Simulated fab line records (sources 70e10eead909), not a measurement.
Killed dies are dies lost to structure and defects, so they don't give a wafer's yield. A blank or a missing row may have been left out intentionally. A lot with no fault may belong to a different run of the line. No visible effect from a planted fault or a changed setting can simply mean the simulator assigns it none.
Which of the tools did it? :: flow nandHarc :: 39 wafers from 13 lots sampled at 6 of the route's 1302 steps

== WHAT EACH GAUGE READ, for each wafer ==
NHARC_A_DECK1_JOINT_INSPECT_05.
lot: L891
measured: day 12 20:10
on: defectInspect-01
rawDefectCount: 917 277 338

lot: L892
measured: day 13 09:19
on: defectInspect-02
rawDefectCount: 309 337 408

lot: L894
measured: day 14 10:08
on: defectInspect-02
rawDefectCount: 427 236 221

lot: L895
measured: day 15 00:47
on: defectInspect-02
rawDefectCount: 291 131 166

lot: L897
measured: day 15 14:50
on: defectInspect-02
rawDefectCount: 674 487 546

lot: L896
measured: day 15 14:49
on: defectInspect-01
rawDefectCount: 188 208 146

lot: L898
measured: day 15 21:20
on: defectInspect-01
rawDefectCount: 569 499 634

lot: L900
measured: day 16 19:13
on: defectInspect-02
rawDefectCount: 281 378 301

lot: L899
measured: day 16 19:04
on: defectInspect-02
rawDefectCount: 360 298 409

lot: L904
measured: day 18 16:50
on: defectInspect-02
rawDefectCount: 207 428 365

lot: L903
measured: day 18 11:20
on: defectInspect-01
rawDefectCount: 544 609 565

lot: L906
measured: day 19 01:43
on: defectInspect-01
rawDefectCount: 1574 1826 1765

lot: L908
measured: day 20 07:05
on: defectInspect-02
rawDefectCount: 1606 1493 1602

NHARC_A_ONON_D2_THK_MEAS_24: measures by ellipsometry.
lot: L891
measured: day 13 07:51
on: filmMetro-02
thkNm (nm): 983 987 985

lot: L892
measured: day 13 22:05
on: filmMetro-02
thkNm (nm): 1000 999 1000

lot: L894
measured: day 14 22:13
on: filmMetro-02
thkNm (nm): 1014 1013 1013

lot: L895
measured: day 15 12:05
on: filmMetro-01
thkNm (nm): 1002 999 1000

lot: L897
measured: day 16 02:47
on: filmMetro-01
thkNm (nm): 997 996 998

lot: L896
measured: day 16 02:48
on: filmMetro-02
thkNm (nm): 999 998 998

lot: L898
measured: day 16 10:50
on: filmMetro-01
thkNm (nm): 1000 1001 1000

lot: L900
measured: day 17 06:48
on: filmMetro-01
thkNm (nm): 1016 1012 1016

lot: L899
measured: day 17 06:49
on: filmMetro-02
thkNm (nm): 1005 1005 1003

lot: L904
measured: day 19 04:13
on: filmMetro-01
thkNm (nm): 996 994 995

lot: L903
measured: day 18 22:55
on: filmMetro-01
thkNm (nm): 1004 1005 1003

lot: L906
measured: day 19 13:25
on: filmMetro-02
thkNm (nm): 994 994 993

lot: L908
measured: day 20 18:46
on: filmMetro-01
thkNm (nm): 995 993 992

NHARC_END_SORT_01.
lot: L906
measured: day 30 13:05
on: prober-02
killedAtArray: 577 577 598
killedAtOther: 0 1 0
killedAtPeriphery: 3 1 5
killedDies: 580 579 603
killedOpen: 1 2 2
killedShort: 2 2 0

lot: L908
measured: day 31 22:53
on: prober-01
killedAtArray: 573 571 574
killedAtOther: 0 0 0
killedAtPeriphery: 1 0 0
killedDies: 574 571 574
killedOpen: 2 0 0
killedShort: 0 1 0

== WHICH TOOL RAN EACH LOT (tool, then ch and the chambers of the sampled wafers, then the start) ==
lot: L891
NHARC_A_CHANNEL_FILL_D1_ETCHBACK_20: rieDiel-03 ch 2,3, day 10 06:54
NHARC_A_CHANNEL_FILL_D1_CMP_10: cmp-02 ch 1,3, day 11 06:12
NHARC_A_DECK1_JOINT_CMP_02: cmp-04 ch 2,3, day 12 19:28

lot: L892
NHARC_A_CHANNEL_FILL_D1_ETCHBACK_20: rieDiel-03 ch 0,1,3, day 10 21:18
NHARC_A_CHANNEL_FILL_D1_CMP_10: cmp-02 ch 0,2,3, day 11 20:38
NHARC_A_DECK1_JOINT_CMP_02: cmp-04 ch 1,2,3, day 13 08:40

lot: L894
NHARC_A_CHANNEL_FILL_D1_ETCHBACK_20: rieDiel-03 ch 1,2,3, day 12 02:07
NHARC_A_CHANNEL_FILL_D1_CMP_10: cmp-03 ch 0,2, day 13 02:14
NHARC_A_DECK1_JOINT_CMP_02: cmp-03 ch 0,2,3, day 14 09:27

lot: L895
NHARC_A_CHANNEL_FILL_D1_ETCHBACK_20: rieDiel-11 ch 0,3, day 12 10:54
NHARC_A_CHANNEL_FILL_D1_CMP_10: cmp-01 ch 0,2,3, day 13 10:46
NHARC_A_DECK1_JOINT_CMP_02: cmp-04 ch 0,1,2, day 15 00:01

lot: L897
NHARC_A_CHANNEL_FILL_D1_ETCHBACK_20: rieDiel-11 ch 2,3, day 13 05:42
NHARC_A_CHANNEL_FILL_D1_CMP_10: cmp-03 ch 0,1, day 14 05:14
NHARC_A_DECK1_JOINT_CMP_02: cmp-01 ch 0,1, day 15 14:08

lot: L896
NHARC_A_CHANNEL_FILL_D1_ETCHBACK_20: rieDiel-03 ch 0,3, day 13 05:42
NHARC_A_CHANNEL_FILL_D1_CMP_10: cmp-02 ch 1,2, day 14 05:14
NHARC_A_DECK1_JOINT_CMP_02: cmp-03 ch 0,3, day 15 14:07

lot: L898
NHARC_A_CHANNEL_FILL_D1_ETCHBACK_20: rieDiel-03 ch 1,2,3, day 13 09:14
NHARC_A_CHANNEL_FILL_D1_CMP_10: cmp-01 ch 0,1,3, day 14 10:02
NHARC_A_DECK1_JOINT_CMP_02: cmp-03 ch 1,2,3, day 15 20:38

lot: L900
NHARC_A_CHANNEL_FILL_D1_ETCHBACK_20: rieDiel-03 ch 0,1,3, day 14 08:05
NHARC_A_CHANNEL_FILL_D1_CMP_10: cmp-01 ch 2,3, day 15 09:30
NHARC_A_DECK1_JOINT_CMP_02: cmp-03 ch 0,1, day 16 18:23

lot: L899
NHARC_A_CHANNEL_FILL_D1_ETCHBACK_20: rieDiel-07 ch 0,2,3, day 14 08:06
NHARC_A_CHANNEL_FILL_D1_CMP_10: cmp-03 ch 0,1,2, day 15 09:28
NHARC_A_DECK1_JOINT_CMP_02: cmp-01 ch 1,2, day 16 18:23

lot: L904
NHARC_A_CHANNEL_FILL_D1_ETCHBACK_20: rieDiel-03 ch 0,2,3, day 15 20:28
NHARC_A_CHANNEL_FILL_D1_CMP_10: cmp-02 ch 0,1,3, day 17 01:47
NHARC_A_DECK1_JOINT_CMP_02: cmp-03 ch 1,2,3, day 18 16:11

lot: L903
NHARC_A_CHANNEL_FILL_D1_ETCHBACK_20: rieDiel-03 ch 1,2, day 16 00:28
NHARC_A_CHANNEL_FILL_D1_CMP_10: cmp-01 ch 0,1,3, day 16 20:37
NHARC_A_DECK1_JOINT_CMP_02: cmp-04 ch 0,1, day 18 10:11

lot: L906
NHARC_A_CHANNEL_FILL_D1_ETCHBACK_20: rieDiel-11 ch 0,2, day 16 18:31
NHARC_A_CHANNEL_FILL_D1_CMP_10: cmp-03 ch 0,1,2, day 17 17:36
NHARC_A_DECK1_JOINT_CMP_02: cmp-03 ch 0,1, day 19 01:01

lot: L908
NHARC_A_CHANNEL_FILL_D1_ETCHBACK_20: rieDiel-11 ch 0,2,3, day 17 14:22
NHARC_A_CHANNEL_FILL_D1_CMP_10: cmp-01 ch 0,1,3, day 18 13:47
NHARC_A_DECK1_JOINT_CMP_02: cmp-03 ch 0,1,3, day 20 06:23
- NHARC_A_CHANNEL_FILL_D1_ETCHBACK_20: etches the open film in C4F8/O2/Ar, target depth 27 nm, time 13.5 s.
- NHARC_A_CHANNEL_FILL_D1_CMP_10: polishes, target thk 150 nm.
- NHARC_A_DECK1_JOINT_CMP_02: polishes SiOx.

== AS READ BY THE TOOLS THEMSELVES (means over the sampled wafers that have a number; for cases with no such wafer, the mark the record gives instead) ==
NHARC_A_CHANNEL_FILL_D1_ETCHBACK_20.
lot: L891
tool: rieDiel-03
oesProductAu (a.u.): 0.92
rfVppV (V): 980

lot: L892
tool: rieDiel-03
oesProductAu (a.u.): 0.93
rfVppV (V): 980

lot: L894
tool: rieDiel-03
oesProductAu (a.u.): 0.93
rfVppV (V): 983

lot: L895
tool: rieDiel-11
oesProductAu (a.u.): 1.01
rfVppV (V): 980

lot: L897
tool: rieDiel-11
oesProductAu (a.u.): 0.95
rfVppV (V): 981

lot: L896
tool: rieDiel-03
oesProductAu (a.u.): 1.00
rfVppV (V): 979

lot: L898
tool: rieDiel-03
oesProductAu (a.u.): 1.00
rfVppV (V): 982

lot: L900
tool: rieDiel-03
oesProductAu (a.u.): 0.99
rfVppV (V): 980

lot: L899
tool: rieDiel-07
oesProductAu (a.u.): 1.00
rfVppV (V): 977

lot: L904
tool: rieDiel-03
oesProductAu (a.u.): 1.00
rfVppV (V): 980

lot: L903
tool: rieDiel-03
oesProductAu (a.u.): 1.00
rfVppV (V): 984

lot: L906
tool: rieDiel-11
oesProductAu (a.u.): 0.91
rfVppV (V): 978

lot: L908
tool: rieDiel-11
oesProductAu (a.u.): 0.93
rfVppV (V): 978

NHARC_A_CHANNEL_FILL_D1_CMP_10.
lot: L891
tool: cmp-02
edgeZonePressureFrac: 0.997
motorCurrentA (A): 11.8
timeToEndpointS (s): 15.8

lot: L892
tool: cmp-02
edgeZonePressureFrac: 0.998
motorCurrentA (A): 12.1
timeToEndpointS (s): 16.8

lot: L894
tool: cmp-03
edgeZonePressureFrac: 0.996
motorCurrentA (A): 12.6
timeToEndpointS (s): 13.0

lot: L895
tool: cmp-01
edgeZonePressureFrac: 1.002
motorCurrentA (A): 11.5
timeToEndpointS (s): 11.4

lot: L897
tool: cmp-03
edgeZonePressureFrac: 0.992
motorCurrentA (A): 12.3
timeToEndpointS (s): 15.3

lot: L896
tool: cmp-02
edgeZonePressureFrac: 0.997
motorCurrentA (A): 12.6
timeToEndpointS (s): 16.1

lot: L898
tool: cmp-01
edgeZonePressureFrac: 0.992
motorCurrentA (A): 12.3
timeToEndpointS (s): 17.5

lot: L900
tool: cmp-01
edgeZonePressureFrac: 0.998
motorCurrentA (A): 11.1
timeToEndpointS (s): 15.7

lot: L899
tool: cmp-03
edgeZonePressureFrac: 1.005
motorCurrentA (A): 12.9
timeToEndpointS (s): 14.4

lot: L904
tool: cmp-02
edgeZonePressureFrac: 0.999
motorCurrentA (A): 11.8
timeToEndpointS (s): 15.4

lot: L903
tool: cmp-01
edgeZonePressureFrac: 0.998
motorCurrentA (A): 12.0
timeToEndpointS (s): 14.1

lot: L906
tool: cmp-03
edgeZonePressureFrac: 0.997
motorCurrentA (A): 12.4
timeToEndpointS (s): 14.7

lot: L908
tool: cmp-01
edgeZonePressureFrac: 0.997
motorCurrentA (A): 12.1
timeToEndpointS (s): 13.5

NHARC_A_DECK1_JOINT_CMP_02.
lot: L891
tool: cmp-04
edgeZonePressureFrac: 0.998
motorCurrentA (A): 12.3

lot: L892
tool: cmp-04
edgeZonePressureFrac: 0.997
motorCurrentA (A): 13.8

lot: L894
tool: cmp-03
edgeZonePressureFrac: 1.005
motorCurrentA (A): 13.8

lot: L895
tool: cmp-04
edgeZonePressureFrac: 1.002
motorCurrentA (A): 12.8

lot: L897
tool: cmp-01
edgeZonePressureFrac: 0.998
motorCurrentA (A): 12.1

lot: L896
tool: cmp-03
edgeZonePressureFrac: 0.997
motorCurrentA (A): 12.8

lot: L898
tool: cmp-03
edgeZonePressureFrac: 0.997
motorCurrentA (A): 12.7

lot: L900
tool: cmp-03
edgeZonePressureFrac: 1.002
motorCurrentA (A): 12.8

lot: L899
tool: cmp-01
edgeZonePressureFrac: 0.997
motorCurrentA (A): 12.1

lot: L904
tool: cmp-03
edgeZonePressureFrac: 0.998
motorCurrentA (A): 13.1

lot: L903
tool: cmp-04
edgeZonePressureFrac: 0.995
motorCurrentA (A): 13.7

lot: L906
tool: cmp-03
edgeZonePressureFrac: 0.996
motorCurrentA (A): 12.2

lot: L908
tool: cmp-03
edgeZonePressureFrac: 0.999
motorCurrentA (A): 12.5

== THE ANSWER, worked out from the rows above alone ==
Rule: what is usual is taken from the lots themselves. Put in order of their means at a reading, lots are off if they are a third of the lots or fewer, leave a main group of 4 or more, and stand apart from it by a gap of 3 or more times the standard deviation of the main group's means; of several such gaps the widest counts. A main group whose means are all the same, to the digits that the tables above print for the reading, isn't used. Also off: a lot with no number at a reading for which 4 or more lots have one. All remaining lots with rows at the step are treated as sound. The gauges are gone through in route order, then the tools' own readings, and for those a lot's mean is taken as printed above. At the first step where some lot is off, the reading lying furthest off is the one used; lots without a number count as furthest.
Off: L906, L908 (NHARC_A_DECK1_JOINT_INSPECT_05, rawDefectCount). The main group: mean 386, standard deviation 1.4e+02.
If a tool, at a process step before that reading, ran all the lots that are off and no sound lot after the first of them, it fits. Those tools and the gauges at NHARC_A_DECK1_JOINT_INSPECT_05 are tried in the same way. Undecided on this evidence; 2 tools fit (rieDiel-11 at NHARC_A_CHANNEL_FILL_D1_ETCHBACK_20, cmp-03 at NHARC_A_DECK1_JOINT_CMP_02).

== WHAT THE SIMULATOR HAD INSERTED ==
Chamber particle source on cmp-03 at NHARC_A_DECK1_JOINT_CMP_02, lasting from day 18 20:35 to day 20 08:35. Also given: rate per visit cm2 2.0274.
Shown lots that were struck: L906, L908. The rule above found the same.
